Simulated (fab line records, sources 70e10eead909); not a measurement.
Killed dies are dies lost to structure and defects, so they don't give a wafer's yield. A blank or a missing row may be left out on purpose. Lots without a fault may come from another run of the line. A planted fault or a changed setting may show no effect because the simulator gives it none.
Problem report in the 8D (eight disciplines) form, filled by code | flow nand_harc | the parts of the form that need people (team, actions taken, sign-off) are left out

1. THE PROBLEM
rf_fwd_power_W at NHARC_A_STAIRCASE_DEP_325 reads a mean of 696.1 W on 1 wafer of 1 lot; wafers without a fault read 499.3 W with a standard deviation of 1.4. That is +99 or more standard deviations from the usual mean.
The step: deposits SiO2, target thk 7200 nm.
First seen on wafer L269.3, day 24 05:13, on pecvd-02. The record holds 33 wafers of 11 lots with a number at this step. Rule for "out", or "out of limits": more than 4 standard deviations from the usual mean. The other wafers with a number count as sound.

2. WHAT IT IS AND WHAT IT IS NOT
question                    | is                | is not
which readings at this step | rf_fwd_power_W    | heater_power_w
which lots                  | L269              | L255, L256, L257, L262, L263, L268, L275, L276, L277, L278
which wafers of those lots  | L269.3            | L269.4, L269.6
read on which tools         | pecvd-02          | pecvd-01, pecvd-03
when                        | from day 24 05:13 | up to then (17 sound wafers); but 15 sound wafers of L268, L275, L276, L277, L278 came after

3. SUSPECTS, AND WHAT RULES EACH OUT
Counting: a tool at a process step up to the reading stays a suspect if it ran every lot that is out. Sound lots after the first of them don't rule it out here, since some wafers of a struck lot are sound.
- rie_diel-09 at NHARC_A_STAIRCASE_DESCUM_312 (chemistry O2, time 3 s): kept. It ran the lot that is out, L269 (day 22 20:17); its last sound lot up to then is L263 (day 20 16:02).
- rie_diel-09 at NHARC_A_STAIRCASE_STRIP_316 (strips in O2): kept. It ran the lot that is out, L269 (day 23 02:04); its last sound lot up to then is L263 (day 20 20:05). NHARC_A_STAIRCASE_STRIP_316 gives no start for some lots, so the hours and the order of its lots are those of NHARC_A_STAIRCASE_STRIP_476.
- rie_diel-13 at NHARC_A_STAIRCASE_STRIP_476 (strips in O2, time 20 s): kept. It ran the lot that is out, L269 (day 23 02:04).
- pecvd-02 at NHARC_A_STAIRCASE_DEP_325 (deposits SiO2, target thk 7200 nm): kept. It ran the lot that is out, L269 (day 24 05:13); its last sound lot up to then is L262 (day 21 04:59). Its own readings are out on those wafers: rf_fwd_power_W.
- Within rie_diel-09 at NHARC_A_STAIRCASE_DESCUM_312: the wafers that are out ran in chamber 2; their sound lot-mates ran in chamber 0.
- Within rie_diel-09 at NHARC_A_STAIRCASE_STRIP_316: the wafers that are out ran in chamber 1; their sound lot-mates ran in chambers 0, 3.
- Within pecvd-02 at NHARC_A_STAIRCASE_DEP_325: the wafers that are out ran in chamber 0; their sound lot-mates ran in chambers 1, 2.
Left after counting: rie_diel-09 at NHARC_A_STAIRCASE_DESCUM_312, rie_diel-09 at NHARC_A_STAIRCASE_STRIP_316, rie_diel-13 at NHARC_A_STAIRCASE_STRIP_476, pecvd-02 at NHARC_A_STAIRCASE_DEP_325.

4. THE CAUSE (what the simulator had put in)
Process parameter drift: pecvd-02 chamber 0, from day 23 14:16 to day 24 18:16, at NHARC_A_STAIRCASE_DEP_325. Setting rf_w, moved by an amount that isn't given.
Counting left 4 suspects, and this tool is among them.

5. THE CHAIN OF EFFECTS, in route order
Each row: a reading whose mean over the struck wafers that have a number lies more than 3 standard deviations from the usual. Only readings for which the record gives a usual standard deviation are gone through. hours: the time from each lot's start at the first step in this table that gives one to its start at this step, as a median over the lots. sigmas: the change in usual standard deviations.
hours | step                      | reading        | usual   | on struck wafers | change | sigmas
0     | NHARC_A_STAIRCASE_DEP_325 | rf_fwd_power_W | 499.3 W | 696.1            | +196.8 | +99 or more
The process steps in it:
- NHARC_A_STAIRCASE_DEP_325: deposits SiO2, target thk 7200 nm.

6. WHAT WOULD HAVE CAUGHT IT SOONER
In this record the first reading out of limits was taken at day 24 05:13, 15 hours after the fault began at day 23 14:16.
